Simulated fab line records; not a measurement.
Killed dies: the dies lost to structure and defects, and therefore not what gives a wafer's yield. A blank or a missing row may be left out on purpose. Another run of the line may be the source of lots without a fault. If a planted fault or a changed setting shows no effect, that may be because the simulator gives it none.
fab line records	flow n5-finfet
record: lots: 7	wafers: 21
route steps=1938 shown WELL_APT@24 PMOS_HMC_CHANNEL_EPI@64 FIN_SAQP@125 SD_EPI_N@275 SD_EPI_P@312 SD_ACTIVATION@330 SDB@373 HKMG_FIN@443 GATE_CUT@481 MOL_CONTACT_COAG@537 PASSIVATION@1936
start-h: hours from the record's opening day to when the first of the lot's shown wafers began	wait-h: hours elapsed since this lot's preceding step	" the same as in the row above	L1.1+2: several wafers, shown together as one row	- no value present, or no start provided	* or withheld: withheld	< > ~ a bound
route shown NAME@n: NAME is a module with steps in the file, n the number in the route of the first one	usual: mean and standard deviation over wafers with no fault	same: alike in all rows	chamber/n: place in a boat	sites: readings site by site	_std_site: the values' standard deviation	_edge_site: the outer-site mean with the inner-site mean subtracted	radius-mm: for every site, how far away it sits from the centre of the wafer	mask NAME#n: copy n	behind: the last tool/chamber to shape the wafer	hold: why the lot went on hold/how many hours it stayed there/how the hold came to an end	device: which transistor (n, p or np) failed to switch	end of line: at the end of the route, the tests of the same wafers	step lacking rows: just its recipe	killed: at the first sort, the dies lost to defects and structure; wafer yield is something else	map: a wafer's dies, x killed, . not, _ none there
set.NAME: the setting as run; set.NAME@STEP: as run at that earlier step	model.NAME: the simulator's own value behind a step, which no gauge read
one table per step and one row per wafer, for lots whose settings were changed on purpose
== steps ==
step: N5_WELL_APT_EXPOSE_05
recipe: mask-id: NWELL	na: 0.8	source-shape: conventional	sigma-outer: 0.8	polarization: unpolarized	defocus-nm: 0	target-cd-nm: 200	dose-mj: 20.3
lot.wafer	tool	chamber	start-h	wait-h	mask	set.dose-mj
L074.1+2	krf-scanner-02	0	13.52	-	NWELL#0	20.3
L074.4	"	0	"	"	NWELL#0	21.6
L075.4+5+6	krf-scanner-02	0	19.64	-	NWELL#0	20.3
L078.1+3	krf-scanner-02	0	37.67	-	NWELL#0	20.3
L078.6	"	0	"	"	NWELL#0	21.21
L081.3+4	krf-scanner-01	0	55.59	-	NWELL#0	20.81
L081.5	"	0	"	"	NWELL#0	20.3
L089.2	krf-scanner-01	0	103.64	-	NWELL#0	21.67
L089.5+6	"	0	"	"	NWELL#0	20.3
L090.1+4	krf-scanner-02	0	109.84	-	NWELL#0	19.44
L090.2	"	0	"	"	NWELL#0	20.3
L091.1	krf-scanner-02	0	115.69	-	NWELL#0	20.3
L091.3+5	"	0	"	"	NWELL#0	19.16
step: N5_WELL_APT_PEB_06
recipe: peb-temp-c: 130	peb-time-s: 90
lot.wafer	tool	chamber	start-h	wait-h	set.peb-temp-c
L074.1+2	litho-track-04	0	13.58	0.1	130
L074.4	"	0	"	"	133.6
L075.4+5+6	litho-track-05	0	19.68	0.0	130
L078.1+3	litho-track-04	0	37.73	0.1	130
L078.6	"	0	"	"	128.7
L081.3	litho-track-01	0	55.63	0.0	133.5
L081.4+5	"	0	"	"	130
L089.2+6	litho-track-01	0	103.69	0.0	130
L089.5	"	0	"	"	128
L090.1+4	litho-track-04	0	109.90	0.1	132.5
L090.2	"	0	"	"	130
L091.1	litho-track-01	0	115.74	0.1	128.4
L091.3+5	"	0	"	"	130
step: N5_WELL_APT_DEVELOP_07
recipe: develop-time-s: 45	rinse-liquid: surfactant-rinse	dry: air-spin	dev-temp-c: 21
step: N5_WELL_APT_HARDBAKE_12
recipe: temp-c: 130	time-s: 120
step: N5_WELL_APT_CD_MEAS_08
recipe: target-cd-nm: 200	landing-energy-ev: 500	detector: se-inlens
usual: cd-nm: 200.5/1.5
lot.wafer	tool	chamber	start-h	wait-h	set.dose-mj@WELL_APT_EXPOSE_05	set.peb-temp-c@WELL_APT_PEB_06	cd-nm
L074.1	cd-sem-01	0	13.70	-	20.3	130	200.7
L074.2	"	0	"	"	20.3	130	200.9
L074.4	"	0	"	"	21.6	133.6	223.3
L075.4	cd-sem-02	0	19.79	-	20.3	130	202.0
L075.5	"	0	"	"	20.3	130	200.0
L075.6	"	0	"	"	20.3	130	199.1
L078.1	cd-sem-01	0	37.85	-	20.3	130	200.9
L078.3	"	0	"	"	20.3	130	199.8
L078.6	"	0	"	"	21.21	128.7	199.5
L081.3	cd-sem-02	0	55.75	-	20.81	133.5	218.4
L081.4	"	0	"	"	20.81	130	203.6
L081.5	"	0	"	"	20.3	130	201.0
L089.2	cd-sem-03	0	103.81	-	21.67	130	210.0
L089.5	"	0	"	"	20.3	128	190.9
L089.6	"	0	"	"	20.3	130	199.9
L090.1	cd-sem-01	0	110.01	-	19.44	132.5	204.2
L090.2	"	0	"	"	20.3	130	198.7
L090.4	"	0	"	"	19.44	132.5	203.2
L091.1	cd-sem-01	0	115.86	-	20.3	128.4	194.9
L091.3	"	0	"	"	19.16	130	190.5
L091.5	"	0	"	"	19.16	130	192.4
step: N5_WELL_APT_DESCUM_13
recipe: chemistry: O2	time-s: 7.9	source-power-w: 50	bias-power-w: 20	pressure-mtorr: 20	rf-frequency-hz: 2.712e+07	temp-c: 40	o2-flow-sccm: 225
lot.wafer	tool	chamber	start-h	wait-h	set.dose-mj@WELL_APT_EXPOSE_05	set.peb-temp-c@WELL_APT_PEB_06	model.WELL_APT.cd-nm
L074.1	rie-diel-06	3	13.78	0.0	20.3	130	200.6
L074.2	"	0	"	"	20.3	130	200.8
L074.4	"	2	"	"	21.6	133.6	223.3
L075.4	rie-diel-05	0	20.57	0.7	20.3	130	202
L075.5	"	3	"	"	20.3	130	199.8
L075.6	"	1	"	"	20.3	130	199.1
L078.1	rie-diel-05	3	37.94	0.0	20.3	130	201
L078.3	"	0	"	"	20.3	130	199.7
L078.6	"	0	"	"	21.21	128.7	199.3
L081.3	rie-diel-05	0	55.84	0.0	20.81	133.5	218.4
L081.4	"	2	"	"	20.81	130	203.4
L081.5	"	0	"	"	20.3	130	201.4
L089.2	rie-diel-06	0	103.89	0.0	21.67	130	210.2
L089.5	"	3	"	"	20.3	128	190.8
L089.6	"	0	"	"	20.3	130	200.1
L090.1	rie-diel-06	2	110.10	0.0	19.44	132.5	204.3
L090.2	"	3	"	"	20.3	130	198.4
L090.4	"	1	"	"	19.44	132.5	203
L091.1	rie-diel-06	0	116.00	0.1	20.3	128.4	194.9
L091.3	"	1	"	"	19.16	130	190.2
L091.5	"	1	"	"	19.16	130	192.2
step: N5_PMOS_HMC_CHANNEL_EPI_DEVELOP_08
recipe: develop-time-s: 30	developer: TMAH	resist: CAR-ArF-block	dev-temp-c: 23	rinse-liquid: diw	dry: air-spin
lot.wafer	tool	chamber	start-h	wait-h	set.develop-time-s
L074.1	litho-track-02	0	-	-	28.19
L074.2+4	"	0	"	"	30
L075.4+5+6	litho-track-01	0	-	-	30
L078.1+3+6	litho-track-02	0	-	-	30
L081.3+4+5	litho-track-01	0	-	-	30
L089.2+5	litho-track-03	0	-	-	30
L089.6	"	0	"	"	35.44
L090.1+2+4	litho-track-03	0	-	-	30
L091.1+3+5	litho-track-01	0	-	-	30
step: N5_FIN_SAQP_SPACER1_ALD_24
recipe: material: SiO2	target-thk-a: 203	temp-c: 300	ald-precursor-family: BDEAS	ald-co-reactant: O2-plasma	pulse-time-s: 1	purge-time-s: 2	co-reactant-purge-time-s: 2	ald-cycles: 218	pressure-torr: 2
lot.wafer	tool	chamber	start-h	wait-h	set.ald-cycles	model.SiO2_of_FIN_SAQP_SPACER1_ALD_24.thk-nm
L074.1	ald-sin-01	1	23.14	0.3	218	20.4
L074.2+4	"	3,0	"	"	218	20.2
L075.4+5+6	ald-sin-04	0,2,1	31.20	0.4	218	20.2
L078.1	ald-sin-01	3	46.97	0.3	192	17.8
L078.3	"	1	"	"	218	20.4
L078.6	"	2	"	"	218	20.2
L081.3+4	ald-sin-01	0,1	65.40	0.4	218	20.4
L081.5	"	0	"	"	218	20.2
L089.2+5	ald-sin-01	2,0	113.74	0.3	209	19.4
L089.6	"	3	"	"	209	19.6
L090.1	ald-sin-04	2	120.51	0.3	218	20.4
L090.2	"	1	"	"	218	20.2
L090.4	"	0	"	"	254	23.8
L091.1+3	ald-sin-04	3,0	125.34	0.3	218	20.4
L091.5	"	0	"	"	232	21.6
step: N5_FIN_SAQP_SPACER1_ETCHBACK_25
recipe: chemistry: CHF3/O2	mode: anisotropic-etchback	target: SiO2	target-depth-a: 244	time-s: 12.2	pressure-mtorr: 30	source-w: 650	bias-w: 170	Ar_flow_sccm: 200	CHF3_flow_sccm: 50	O2_flow_sccm: 5	ion-energy-ev: 200
step: N5_FIN_SAQP_MANDREL1_REMOVE_56
recipe: chemistry: HBr/Cl2/O2	bt-time-s: 10	target: a-Si	stop-on: SiNx	endpoint: OES-SiCl	over-etch-frac: 1	icp-w: 600	bias-w: 22	HBr_flow_sccm: 150	Cl2_flow_sccm: 80	O2_flow_sccm: 5	pressure-mtorr: 10
lot.wafer	tool	chamber	start-h	wait-h	set.ald-cycles@FIN_SAQP_SPACER1_ALD_24	model.FIN_SAQP.cd-nm
L074.1+2	rie-si-01	2,1	23.95	0.1	218	20.4
L074.4	"	0	"	"	218	20.2
L075.4+5+6	rie-si-03	2,0,3	32.44	0.1	218	20.2
L078.1	rie-si-03	3	47.78	0.1	192	17.8
L078.3	"	0	"	"	218	20.4
L078.6	"	3	"	"	218	20.2
L081.3+4+5	rie-si-06	3,2,2	66.20	0.1	218	20.2
L089.2+5+6	rie-si-01	0,1,0	114.63	0.1	209	19.4
L090.1	rie-si-06	0	121.39	0.1	218	20.4
L090.2	"	1	"	"	218	20.2
L090.4	"	2	"	"	254	23.6
L091.1	rie-si-01	2	126.15	0.1	218	20.2
L091.3	"	3	"	"	218	20.4
L091.5	"	0	"	"	232	21.4
step: N5_FIN_SAQP_CD_MEAS_27
recipe: target-cd-nm: 20	landing-energy-ev: 1000	detector: se-inlens	polarity: line
usual: cd-nm: 20.23/0.26
lot.wafer	tool	chamber	start-h	wait-h	set.ald-cycles@FIN_SAQP_SPACER1_ALD_24	cd-nm
L074.1	cd-sem-03	0	24.06	0.1	218	20.28
L074.2	"	0	"	"	218	20.59
L074.4	"	0	"	"	218	20.28
L075.4	cd-sem-02	0	32.56	0.1	218	20.19
L075.5	"	0	"	"	218	20.57
L075.6	"	0	"	"	218	19.93
L078.1	cd-sem-03	0	47.89	0.1	192	17.48
L078.3	"	0	"	"	218	20.02
L078.6	"	0	"	"	218	20.27
L081.3	cd-sem-02	0	66.32	0.1	218	20.52
L081.4	"	0	"	"	218	19.93
L081.5	"	0	"	"	218	20.26
L089.2	cd-sem-03	0	114.74	0.1	209	19.18
L089.5	"	0	"	"	209	19.26
L089.6	"	0	"	"	209	19.40
L090.1	cd-sem-03	0	121.50	0.1	218	20.64
L090.2	"	0	"	"	218	20.18
L090.4	"	0	"	"	254	23.60
L091.1	cd-sem-02	0	126.26	0.1	218	20.31
L091.3	"	0	"	"	218	20.46
L091.5	"	0	"	"	232	21.25
step: N5_SD_EPI_N_ETCH_35
recipe: chemistry: N2/H2	target: SOC	overetch-a: 1080	mask-material: SiARC	temp-c: 40	ion-energy-ev: 100	source-w: 3000	bias-w: 133	pressure-mtorr: 20	time-s: 486	n2-flow-sccm: 200	h2-flow-sccm: 200
lot.wafer	tool	chamber	start-h	wait-h	set.time-s	model.SiARC_of_SD_EPI_N_COAT_33.thk-nm
L074.1	rie-diel-06	1	49.50	0.0	422.3	21.2
L074.2	"	0	"	"	486	19.8
L074.4	"	3	"	"	422.3	22
L075.4+5+6	rie-diel-06	3,0,3	58.40	0.0	486	19.8
L078.1+3	rie-diel-04	3,2	72.62	0.0	486	19.4
L078.6	"	0	"	"	486	20.4
L081.3	rie-diel-05	2	89.84	0.0	486	20.2
L081.4	"	2	"	"	446.3	21.6
L081.5	"	1	"	"	486	19.8
L089.2	rie-diel-06	2	139.64	0.0	555.2	17.6
L089.5	"	0	"	"	555.2	17.8
L089.6	"	3	"	"	486	19.8
L090.1	rie-diel-05	1	146.94	0.0	486	20
L090.2+4	"	3,2	"	"	417.6	22.4
L091.1	rie-diel-05	1	149.65	0.0	542.6	18.2
L091.3	"	0	"	"	486	19.4
L091.5	"	2	"	"	542.6	18.6
step: N5_SD_EPI_P_ETCH_16
recipe: chemistry: CHF3/O2	target: SiO2	target-depth-a: 50	mask-material: SOC	pressure-mtorr: 30	source-w: 650	bias-w: 170	Ar_flow_sccm: 200	CHF3_flow_sccm: 50	O2_flow_sccm: 5	ion-energy-ev: 200
lot.wafer	tool	chamber	start-h	wait-h	set.target-depth-a	model.etch.depth-nm
L074.1	rie-diel-02	3	54.54	0.1	53.98	5.434
L074.2	"	1	"	"	50	5.017
L074.4	"	2	"	"	50	4.806
L075.4	rie-diel-03	0	63.42	0.1	50	4.891
L075.5	"	3	"	"	50	4.97
L075.6	"	0	"	"	50	4.859
L078.1	rie-diel-03	0	77.79	0.1	46.21	4.542
L078.3	"	3	"	"	46.21	4.676
L078.6	"	2	"	"	50	4.774
L081.3	rie-diel-01	2	96.56	0.1	54.15	5.349
L081.4	"	2	"	"	50	4.929
L081.5	"	1	"	"	50	5.099
L089.2+6	rie-diel-03	3	146.66	0.1	50	4.981
L089.5	"	0	"	"	50	4.855
L090.1	rie-diel-01	0	154.83	0.1	55.98	5.725
L090.2	"	2	"	"	50	4.886
L090.4	"	3	"	"	50	4.95
L091.1	rie-diel-02	2	155.40	0.1	53.83	5.148
L091.3	"	1	"	"	50	5.032
L091.5	"	1	"	"	53.83	5.367
step: N5_SD_EPI_P_EPI_21
recipe: material: SiGe:B	dopant: B	temp-c: 550	pressure-torr: 20	ambient: H2	time-s: 355
lot.wafer	tool	chamber	start-h	wait-h	set.time-s	model.SiGe-B_of_SD_EPI_P_EPI_21.thk-nm
L074.1	epi-rpcvd-01	0	55.28	0.1	372.8	63.4
L074.2	"	0	"	"	355	62.6
L074.4	"	0	"	"	355	62
L075.4	epi-rpcvd-02	0	65.24	1.1	355	59.8
L075.5	"	0	"	"	355	60.6
L075.6	"	0	"	"	355	60
L078.1	epi-rpcvd-04	0	78.53	0.1	355	61.2
L078.3	"	0	"	"	355	61.6
L078.6	"	0	80.33	1.8	355	61
L081.3	epi-rpcvd-01	0	98.02	0.8	355	61.4
L081.4	"	0	"	"	328.9	58.2
L081.5	"	0	"	"	328.9	58.4
L089.2+5	epi-rpcvd-01	0	147.99	0.6	328.9	56.6
L089.6	"	0	149.91	2.4	328.9	56.8
L090.1	epi-rpcvd-04	0	155.61	0.1	413.4	67.2
L090.2	"	0	"	"	413.4	65.8
L090.4	"	0	"	"	413.4	67
L091.1	epi-rpcvd-02	0	156.65	0.3	355	59.6
L091.3	"	0	157.93	1.4	411.3	66.4
L091.5	"	0	159.21	2.6	411.3	66.8
step: N5_SD_EPI_P_EPI_MEAS_23
recipe: mode: xrd
usual: thk-nm: 60.9/1.4
lot.wafer	tool	chamber	start-h	wait-h	set.time-s@SD_EPI_P_EPI_21	thk-nm
L074.1	film-metro-01	-	57.48	1.8	372.8	64.2
L074.2	"	-	"	"	355	64.3
L074.4	"	-	"	"	355	62.2
L075.4	film-metro-02	-	66.36	0.8	355	58.7
L075.5	"	-	"	"	355	59.6
L075.6	"	-	"	"	355	60.9
L078.1	film-metro-01	-	80.72	1.8	355	60.5
L078.3	"	-	"	"	355	63.8
L078.6	"	-	"	"	355	60.5
L081.3	film-metro-01	-	99.50	1.1	355	63.4
L081.4	"	-	"	"	328.9	57.4
L081.5	"	-	"	"	328.9	58.4
L089.2	film-metro-02	-	150.43	2.0	328.9	56.4
L089.5	"	-	"	"	328.9	55.1
L089.6	"	-	"	"	328.9	55.2
L090.1	film-metro-01	-	157.80	1.8	413.4	66.6
L090.2	"	-	"	"	413.4	67.2
L090.4	"	-	"	"	413.4	67.0
L091.1	film-metro-01	-	160.53	3.2	355	59.0
L091.3	"	-	"	"	411.3	66.2
L091.5	"	-	"	"	411.3	66.1
step: N5_SD_EPI_P_HM_STRIP_48
recipe: chemistry: H3PO4	temp-c: 160	material: SiNx	target: SiNx	target-depth-a: 30	overetch-fraction: 0.3
step: N5_SD_EPI_P_SRD_49
recipe: dry: ipa-marangoni	time-s: 30	temp-c: 23	rinse-liquid: diw
step: N5_SD_ACTIVATION_RTA_00
recipe: temp-c: 975	time-s: 0	ambient: N2	idle-temp-c: 600	ramp-up-c-per-s: 150	ramp-down-c-per-s: 60	cool-to-c: 600
step: N5_SD_ACTIVATION_LSA_01
recipe: temp-c: 1080	time-s: 0.0008	ambient: N2
step: N5_SD_ACTIVATION_RS_MEAS_03
recipe: thk-meas-gauge: four-point-probe
usual: RS_SD_N: 21.93/0.28	RS_SD_P: 56.3/0.9
lot.wafer	tool	chamber	start-h	wait-h	set.time-s@SD_EPI_P_EPI_21	RS_SD_N[ohm/sq]	RS_SD_P[ohm/sq]
L074.1	film-metro-02	-	58.11	0.2	372.8	21.61	53.7
L074.2	"	-	"	"	355	21.49	54.0
L074.4	"	-	"	"	355	21.61	55.3
L075.4	film-metro-01	-	67.03	0.1	355	22.35	57.4
L075.5	"	-	"	"	355	22.37	56.3
L075.6	"	-	"	"	355	22.34	58.0
L078.1	film-metro-01	-	81.55	0.2	355	22.17	56.0
L078.3	"	-	"	"	355	21.83	55.8
L078.6	"	-	"	"	355	21.76	56.1
L081.3	film-metro-01	-	100.14	0.2	355	21.85	56.2
L081.4	"	-	"	"	328.9	21.93	59.7
L081.5	"	-	"	"	328.9	22.12	58.5
L089.2	film-metro-02	-	151.05	0.2	328.9	21.41	59.7
L089.5	"	-	"	"	328.9	21.86	59.4
L089.6	"	-	"	"	328.9	21.85	59.3
L090.1	film-metro-01	-	158.43	0.2	413.4	22.44	51.5
L090.2	"	-	"	"	413.4	21.94	51.8
L090.4	"	-	"	"	413.4	22.14	51.4
L091.1	film-metro-01	-	161.26	0.2	355	22.19	57.4
L091.3	"	-	"	"	411.3	22.04	50.7
L091.5	"	-	"	"	411.3	22.13	51.2
step: N5_SDB_ALD_29
recipe: material: SiNx	target-thk-a: 300	temp-c: 400	ald-precursor-family: SiH2I2	ald-co-reactant: N2/H2-plasma	pulse-time-s: 1	ald-cycles: 600	purge-time-s: 2	co-reactant-purge-time-s: 2	pressure-torr: 2
lot.wafer	tool	chamber	start-h	wait-h	set.ald-cycles	model.SiNx_of_SDB_ALD_29.thk-nm
L074.1+2	ald-sin-01	0,3	66.54	0.5	600	29.8
L074.4	"	1	"	"	547	27.2
L075.4	ald-sin-04	3	75.92	0.0	600	30
L075.5	"	2	77.27	1.4	600	30.2
L075.6	"	1	"	"	600	29.8
L078.1+3+6	ald-sin-02	2,3,0	90.21	0.0	600	30
L081.3+4	ald-sin-02	2,1	108.39	0.0	513	25.6
L081.5	"	3	109.74	1.4	600	30
L089.2	ald-sin-01	2	159.14	0.0	600	30
L089.5+6	"	3,0	160.49	1.4	637	31.6
L090.1	ald-sin-01	1	166.34	0.1	651	32.4
L090.2+4	"	2,3	"	"	600	30
L091.1+3	ald-sin-02	1,3	169.39	0.0	600	29.8
L091.5	"	2	170.75	1.4	600	30
step: N5_HKMG_FIN_COAT_85
recipe: resist: SOC	temp-c: 250	time-s: 60	spin-rpm: 1500	resist-thk-nm: 300
lot.wafer	tool	chamber	start-h	wait-h	set.spin-rpm	model.SOC_of_HKMG_FIN_COAT_85.thk-nm
L074.1	litho-track-03	0	76.26	0.2	1444	304.2
L074.2	"	0	"	"	1500	298.2
L074.4	"	0	"	"	1444	303.6
L075.4+5	litho-track-03	0	85.61	0.2	1500	298.6
L075.6	"	0	"	"	1500	298
L078.1	litho-track-03	0	99.96	0.2	1447	303.8
L078.3	"	0	"	"	1500	299.4
L078.6	"	0	"	"	1500	298.6
L081.3	litho-track-03	0	117.81	0.2	1500	299.6
L081.4	"	0	"	"	1500	299.4
L081.5	"	0	"	"	1500	298.8
L089.2	litho-track-01	0	168.76	0.2	1500	301.2
L089.5	"	0	"	"	1500	300.6
L089.6	"	0	"	"	1500	301.4
L090.1+2	litho-track-01	0	176.30	0.2	1500	302.6
L090.4	"	0	"	"	1500	302.2
L091.1	litho-track-01	0	178.93	0.2	1500	300.2
L091.3	"	0	"	"	1500	299.8
L091.5	"	0	"	"	1639	288.2
step: N5_GATE_CUT_COAT_07
recipe: resist: CAR-EUV	spin-rpm: 1500	resist-thk-nm: 30
lot.wafer	tool	chamber	start-h	wait-h	set.spin-rpm	model.CAR-EUV_of_GATE_CUT_COAT_07.thk-nm
L074.1+2+4	litho-track-05	0	-	-	1500	30
L075.4+5+6	litho-track-02	0	-	-	1500	30.2
L078.1+3	litho-track-03	0	-	-	1500	30
L078.6	"	0	"	"	1660	28.4
L081.3	litho-track-05	0	-	-	1358	31.4
L081.4+5	"	0	"	"	1500	30
L089.2+5+6	litho-track-03	0	-	-	1500	30.2
L090.1+2+4	litho-track-05	0	-	-	1563	29.4
L091.1+3+5	litho-track-03	0	-	-	1452	30.4
step: N5_GATE_CUT_EBR_09
recipe: solvent: PGMEA	ebr-width-mm: 1.5
step: N5_GATE_CUT_SOFTBAKE_08
recipe: temp-c: 110	time-s: 60	resist: CAR-EUV
step: N5_GATE_CUT_DESCUM_18
recipe: chemistry: O2	time-s: 7	source-power-w: 50	bias-power-w: 20	pressure-mtorr: 20	rf-frequency-hz: 2.712e+07	temp-c: 40	resist: CAR-EUV	o2-flow-sccm: 225
step: N5_GATE_CUT_ETCH_28
recipe: chemistry: N2/H2	target: underlayer	target-depth-a: 130	mask-material: CAR-EUV	time-s: 10.4	ion-energy-ev: 200	pressure-mtorr: 30	source-w: 840	bias-w: 150	n2-flow-sccm: 200	h2-flow-sccm: 200	ends: cleared
lot.wafer	tool	chamber	start-h	wait-h	set.spin-rpm@GATE_CUT_COAT_07	model.CAR-EUV_of_GATE_CUT_COAT_07.thk-nm
L074.1+2+4	rie-diel-01	0,1,2	83.54	0.0	1500	14.6
L075.4+5	rie-diel-03	2,0	92.72	0.0	1500	14.8
L075.6	"	3	"	"	1500	15
L078.1	rie-diel-03	3	107.19	0.0	1500	14.8
L078.3	"	1	"	"	1500	14.6
L078.6	"	3	"	"	1660	13.2
L081.3	rie-diel-02	1	124.94	0.0	1358	16
L081.4+5	"	3,0	"	"	1500	14.6
L089.2+6	rie-diel-03	2	175.69	0.0	1500	14.8
L089.5	"	3	"	"	1500	15
L090.1	rie-diel-01	3	184.44	0.0	1563	14
L090.2+4	"	2,1	"	"	1563	14.2
L091.1+3+5	rie-diel-02	1,3,0	186.95	0.0	1452	15
step: N5_MOL_CONTACT_COAG_ETCH_15
recipe: chemistry: CH3F/O2	target: SiNx	target-depth-a: 70	mask-material: SOC	stop-on: Si:P	over-etch-frac: 0.75	ion-energy-ev: 120	pressure-mtorr: 30	source-w: 395	bias-w: 73	Ar_flow_sccm: 150	CH3F_flow_sccm: 30	O2_flow_sccm: 20
usual: rf-vpp-V: 294/5.5
lot.wafer	tool	chamber	start-h	wait-h	set.source-w	rf-vpp-V
L074.1	rie-diel-04	0	87.56	0.0	395	297
L074.2	"	1	"	"	395	299
L074.4	"	3	"	"	395	298
L075.4	rie-diel-06	0	96.82	0.0	395	286
L075.5	"	3	"	"	395	291
L075.6	"	2	"	"	395	289
L078.1	rie-diel-06	2	111.16	0.0	354.1	305
L078.3	"	0	"	"	354.1	301
L078.6	"	3	"	"	395	291
L081.3	rie-diel-04	0	129.32	0.0	395	296
L081.4	"	3	"	"	334.8	320
L081.5	"	2	"	"	334.8	315
L089.2	rie-diel-04	3	179.70	0.0	395	296
L089.5	"	0	"	"	368.8	307
L089.6	"	1	"	"	368.8	309
L090.1	rie-diel-05	1	189.51	0.0	336.9	315
L090.2	"	3	"	"	395	286
L090.4	"	0	"	"	395	297
L091.1	rie-diel-06	1	192.61	0.0	395	304
L091.3	"	2	"	"	395	289
L091.5	"	2	"	"	448.2	271
step: N5_PASSIVATION_PROBE_49
usual: sort_bin_8_speed: 0.00/0.03
lot.wafer	tool	chamber	start-h	wait-h	set.develop-time-s@PMOS_HMC_CHANNEL_EPI_DEVELOP_08	set.time-s@BEOL_M12_SPUTTER_45	sort_bin_8_speed[%]
L075.4	prober-01	-	270.04	0.2	30	13.33	0
L075.5	prober-01	-	270.09	0.2	30	13.33	0
L075.6	prober-01	-	270.14	0.3	30	13.33	0
L074.1	prober-02	-	270.63	0.0	28.19	12.04	0
L074.2	prober-02	-	270.68	0.1	30	13.33	0
L074.4	prober-02	-	270.78	0.2	30	13.33	0
L081.3	prober-01	-	298.58	0.1	30	14.13	0
L081.4	prober-01	-	298.63	0.2	30	14.13	0
L081.5	prober-01	-	298.68	0.2	30	13.33	0.08
L078.1	prober-02	-	300.28	0.0	30	13.33	0
L078.3	prober-02	-	300.38	0.1	30	13.33	0
L078.6	prober-02	-	300.53	0.3	30	13.33	0
L089.2	prober-02	-	352.75	0.1	30	14.35	0
L089.5	prober-02	-	352.90	0.2	30	13.33	0.08
L089.6	prober-02	-	352.95	0.3	35.44	14.35	0.76
L090.1	prober-01	-	373.68	0.0	30	13.33	0
L090.2	prober-01	-	373.73	0.1	30	13.33	0
L090.4	prober-01	-	373.83	0.2	30	13.33	0
L091.1	prober-01	-	376.85	0.0	30	13.33	0
L091.3	prober-01	-	376.95	0.1	30	13.33	0
L091.5	prober-01	-	377.05	0.2	30	13.33	0
== key ==
split: step: N5_WELL_APT_EXPOSE_05	setting: dose-mj	stated: 20.3	by: wafer
response: step: N5_WELL_APT_CD_MEAS_08	reading: cd-nm	slope: +1.39	per: 1%	together-with: peb-temp-c@WELL_APT_PEB_06	explained: 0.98
response: step: N5_WELL_APT_DESCUM_13	reading: model.WELL_APT.cd-nm	slope: +1.4	per: 1%	together-with: peb-temp-c@WELL_APT_PEB_06	explained: 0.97
split: step: N5_WELL_APT_PEB_06	setting: peb-temp-c	stated: 130	by: wafer
response: step: N5_WELL_APT_CD_MEAS_08	reading: cd-nm	slope: +5.27	per: 1%	together-with: dose-mj@WELL_APT_EXPOSE_05	explained: 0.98
response: step: N5_WELL_APT_DESCUM_13	reading: model.WELL_APT.cd-nm	slope: +5.31	per: 1%	together-with: dose-mj@WELL_APT_EXPOSE_05	explained: 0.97
split: step: N5_PMOS_HMC_CHANNEL_EPI_DEVELOP_08	setting: develop-time-s	stated: 30	by: wafer
response: step: N5_PASSIVATION_PROBE_49	reading: sort_bin_8_speed	slope: +0.0426	per: 1%	together-with: time-s@BEOL_M12_SPUTTER_45	explained: 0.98
split: step: N5_FIN_SAQP_SPACER1_ALD_24	setting: ald-cycles	stated: 218	by: wafer
response: step: N5_FIN_SAQP_SPACER1_ALD_24	reading: model.SiO2_of_FIN_SAQP_SPACER1_ALD_24.thk-nm	change: +0.209	per: 1%	r: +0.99
response: step: N5_FIN_SAQP_MANDREL1_REMOVE_56	reading: model.FIN_SAQP.cd-nm	change: +0.2	per: 1%	r: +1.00
response: step: N5_FIN_SAQP_CD_MEAS_27	reading: cd-nm	change: +0.197	per: 1%	r: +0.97
split: step: N5_SD_EPI_N_ETCH_35	setting: time-s	stated: 486	by: wafer
response: step: N5_SD_EPI_N_ETCH_35	reading: model.SiARC_of_SD_EPI_N_COAT_33.thk-nm	change: -0.145	per: 1%	r: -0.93
split: step: N5_SD_EPI_P_ETCH_16	setting: target-depth-a	stated: 50	by: wafer
response: step: N5_SD_EPI_P_ETCH_16	reading: model.etch.depth-nm	change: +0.05	per: 1%	r: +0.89
split: step: N5_SD_EPI_P_EPI_21	setting: time-s	stated: 355	by: wafer
response: step: N5_SD_EPI_P_EPI_21	reading: model.SiGe-B_of_SD_EPI_P_EPI_21.thk-nm	change: +0.421	per: 1%	r: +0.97
response: step: N5_SD_EPI_P_EPI_MEAS_23	reading: thk-nm	change: *	per: 1%	r: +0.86
response: step: N5_SD_ACTIVATION_RS_MEAS_03	reading: RS_SD_P	change: -0.391	per: 1%	r: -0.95
split: step: N5_SDB_ALD_29	setting: ald-cycles	stated: 600	by: wafer
response: step: N5_SDB_ALD_29	reading: model.SiNx_of_SDB_ALD_29.thk-nm	change: +0.294	per: 1%	r: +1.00
split: step: N5_HKMG_FIN_COAT_85	setting: spin-rpm	stated: 1500	by: wafer
response: step: N5_HKMG_FIN_COAT_85	reading: model.SOC_of_HKMG_FIN_COAT_85.thk-nm	change: -1.31	per: 1%	r: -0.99
split: step: N5_GATE_CUT_COAT_07	setting: spin-rpm	stated: 1500	by: wafer
response: step: N5_GATE_CUT_COAT_07	reading: model.CAR-EUV_of_GATE_CUT_COAT_07.thk-nm	change: -0.149	per: 1%	r: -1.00
response: step: N5_GATE_CUT_ETCH_28	reading: model.CAR-EUV_of_GATE_CUT_COAT_07.thk-nm	change: -0.144	per: 1%	r: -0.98
split: step: N5_MOL_CONTACT_COAG_ETCH_15	setting: source-w	stated: 395	by: wafer
response: step: N5_MOL_CONTACT_COAG_ETCH_15	reading: rf-vpp-V	change: -1.56	per: 1%	r: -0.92
split outside-this-file step=N5_BEOL_M12_SPUTTER_45 setting=time-s
split outside-this-file: this setting was split too, and the file shows its column; the key of that split is in another file
